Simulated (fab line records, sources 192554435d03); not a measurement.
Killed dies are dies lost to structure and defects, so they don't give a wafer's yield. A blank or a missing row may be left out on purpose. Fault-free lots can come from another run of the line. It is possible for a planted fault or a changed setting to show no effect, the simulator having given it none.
Split-lot experiment -- flow n5-finfet -- 7 lots, 39 wafers read, on a route of 1938 steps

THE SPLIT ITSELF
At N5_MOL_CONTACT_COAG_CVD_140 (deposits W, target thk 66.5 nm, time 215 s), the setting target-thk-a was moved away from the recipe's 665 angstrom on 18 of the 39 wafers read, by -21.4% to +50.4%. All remaining wafers had this setting at the recipe value.

The split's own step is where the reading is taken.

THE READING
W_of_MOL_CONTACT_COAG_CVD_140.thk-nm (the simulator's own value, which no gauge read), in nm, at N5_MOL_CONTACT_COAG_CVD_140 (deposits W, target thk 66.5 nm, time 215 s). The file gives no usual value for it. The 21 wafers here that ran the recipe average 66.6 nm, standard deviation 0.69 nm.

wafer,"tool, chamber at the split","target-thk-a as run, angstrom",against the recipe,"W_of_MOL_CONTACT_COAG_CVD_140.thk-nm, nm",against lot-mates on the recipe
L075.1,"cvd-w-01, 0",665,recipe,67,-
L075.2,"cvd-w-01, 1,0",665,recipe,67.2,-
L075.3,"cvd-w-01, 1,0",665,recipe,67.2,-
L075.4,"cvd-w-01, 1",821.9,+23.6%,82.4,+15.3
L075.5,"cvd-w-01, 0",821.9,+23.6%,82,+14.9
L075.6,"cvd-w-01, 1",821.9,+23.6%,82.2,+15.1
L077.2,"cvd-w-02, 1",665,recipe,67.6,-
L077.5,"cvd-w-02, 1",665,recipe,67.4,-
L077.6,"cvd-w-02, 0",665,recipe,67.2,-
L078.1,"cvd-w-02, 0",880.4,+32.4%,88.2,+21.9
L078.2,"cvd-w-02, 0",665,recipe,66.8,-
L078.3,"cvd-w-02, 0",880.4,+32.4%,87.6,+21.3
L078.4,"cvd-w-02, 0",665,recipe,66,-
L078.5,"cvd-w-02, 0",880.4,+32.4%,88.4,+22.1
L078.6,"cvd-w-02, 0",665,recipe,66.2,-
L080.1,"cvd-w-02, 0",665,recipe,66.8,-
L080.2,"cvd-w-02, 0",522.7,-21.4%,51.8,-14.4
L080.3,"cvd-w-02, 0",522.7,-21.4%,52,-14.2
L080.4,"cvd-w-02, 0",522.7,-21.4%,51.4,-14.8
L080.5,"cvd-w-02, 0",665,recipe,66.6,-
L080.6,"cvd-w-02, 0",665,recipe,65.2,-
L088.1,"cvd-w-01, 0",1000,+50.4%,98.8,+33.2
L088.2,"cvd-w-01, 1",665,recipe,65.4,-
L088.3,"cvd-w-01, 1",665,recipe,66.2,-
L088.4,"cvd-w-01, 0",665,recipe,65.2,-
L088.5,"cvd-w-01, 0",1000,+50.4%,98.6,+33.0
L088.6,"cvd-w-01, 1",1000,+50.4%,99.4,+33.8
L090.1,"cvd-w-02, 1",665,recipe,66.4,-
L090.6,"cvd-w-02, 1",665,recipe,66.4,-
L090.2,"cvd-w-02, 0",665,recipe,66.2,-
L090.3,"cvd-w-02, 0",972.8,+46.3%,97.2,+30.9
L090.4,"cvd-w-02, 1",972.8,+46.3%,96.8,+30.5
L090.5,"cvd-w-02, 0",972.8,+46.3%,96.6,+30.3
L096.1,"cvd-w-02, 0",665,recipe,66.8,-
L096.2,"cvd-w-02, 1,0",545.8,-17.9%,55,-11.9
L096.3,"cvd-w-02, 1,0",545.8,-17.9%,55,-11.9
L096.4,"cvd-w-02, 1",545.8,-17.9%,56,-10.9
L096.5,"cvd-w-02, 0",665,recipe,66.6,-
L096.6,"cvd-w-02, 1",665,recipe,67.4,-
Where a row lists several chambers, the file gives one row for several wafers and doesn't say which wafer went through which chamber.

FIT RESULTS
A straight line over all 39 wafers: W_of_MOL_CONTACT_COAG_CVD_140.thk-nm changes by +0.654 nm for each +1% of target-thk-a; r = +1.00; the points scatter about the line by 0.66 nm.
The same after taking each lot's own level away (the mean of its wafers on the recipe; 39 wafers): +0.661 nm for each +1%; r = +1.00; scatter 0.41 nm.
According to that fit, moving target-thk-a by its largest amount changes the reading by 33 nm.
Measured against the standard deviation above, the lots' own levels, which go from 65.60 to 67.40 nm, span 2.6 times it.
The two slopes agree, so the slope changes little with the lot-to-lot level.
Check: with one of the wafers moved furthest among these (+50.4%) left out of the fit, the line predicts +33.3 nm for it against its lot-mates. It came out at +33.2 nm against them.

FURTHER SPLITS ON THESE WAFERS
Other splits were also applied to these wafers ahead of the reading. Each is held against what the fit with the lots' levels taken away leaves over:
other split on the same wafers,wafers away from the commonest value,r with W_of_MOL_CONTACT_COAG_CVD_140.thk-nm (lot level and that fit taken away)
N5_ZERO_LAYER_ETCH_18 target-depth-a,15,-0.17
N5_ILD0_PRECLEAN_10 time-s,9,+0.14

THE WHOLE CHAIN: every reading that the file lists as answering this split, in the file's order
step,what it does,reading,change (the file's fit),r (the file's)
N5_MOL_CONTACT_COAG_CVD_140,"deposits W, target thk 66.5 nm, time 215 s","W_of_MOL_CONTACT_COAG_CVD_140.thk-nm (the simulator's own value, which no gauge read)",+0.661 nm for each +1% of the setting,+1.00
N5_MOL_CONTACT_COAG_CMP_52,"polishes, stops on SiO2, t overpolish 1.5 s, target thk 66.5 nm","W_of_MOL_CONTACT_COAG_CVD_140.thk-nm (the simulator's own value, which no gauge read)","not straight: 51.73 at the lowest setting, 66.53 at the recipe, 67.2 at the highest",not given

THE FILE'S OWN FIT
W_of_MOL_CONTACT_COAG_CVD_140.thk-nm changes by +0.661 nm for each +1% of target-thk-a, r = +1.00.
